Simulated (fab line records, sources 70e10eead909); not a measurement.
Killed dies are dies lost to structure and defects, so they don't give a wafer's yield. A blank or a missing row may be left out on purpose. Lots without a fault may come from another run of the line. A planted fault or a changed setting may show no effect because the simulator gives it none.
Chamber matching | flow nand_harc | NHARC_P_M2_DEP_33 on pecvd-03: 3 sister chambers
The step deposits SiCN, target thk 30 nm. 6 wafers are shown with their chamber, then 9 later ones without.

WAFERS WITH THEIR CHAMBER
wafer  | chamber | heater_power_w (W) | susceptor_temp_C (C)
L261.3 | 2       | 574                | 370.28
L268.1 | 2       | 568                | 370.32
L271.5 | 0       | 672                | 370.51
L273.1 | 1       | 496                | 370.19
L273.4 | 0       | 710                | 370.14
L273.6 | 1       | 500                | 370.14

WAFERS WITHOUT THEIR CHAMBER
wafer  | heater_power_w (W) | susceptor_temp_C (C)
L275.1 | 474                | 369.98
L275.3 | 566                | 369.98
L275.5 | 568                | 369.86
L279.1 | 510                | 369.80
L279.5 | 653                | 370.17
L279.6 | 506                | 369.81
L283.2 | 685                | 370.24
L283.4 | 559                | 369.87
L283.5 | 687                | 370.23

WHICH CHAMBER EACH WENT THROUGH
wafer  | from the rows above     | in truth
L275.1 | 1                       | 1
L275.3 | 2                       | 2
L275.5 | can't be placed: 2 or 1 | 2
L279.1 | 1                       | 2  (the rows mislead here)
L279.5 | 0                       | 0
L279.6 | 1                       | 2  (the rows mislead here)
L283.2 | 0                       | 0
L283.4 | can't be placed: 2 or 1 | 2
L283.5 | 0                       | 0
Placed correctly: 5 of 9. Can't be placed from these rows: 2 (the true chamber is among the candidates in 2). Placed wrongly: 2.
How it was worked out, from the rows above alone: a wafer's distance from a chamber is the root of the sum, over the readings, of the square of ((its reading less the chamber's mean) divided by the reading's scatter). The wafer belongs to the nearest chamber; if the next one is less than 2 further off, it can't be placed. A chamber's mean is the mean of its shown wafers. The scatter: the root of (the sum of the squares of (reading less its chamber's mean) over the shown wafers, divided by (wafers less chambers)).
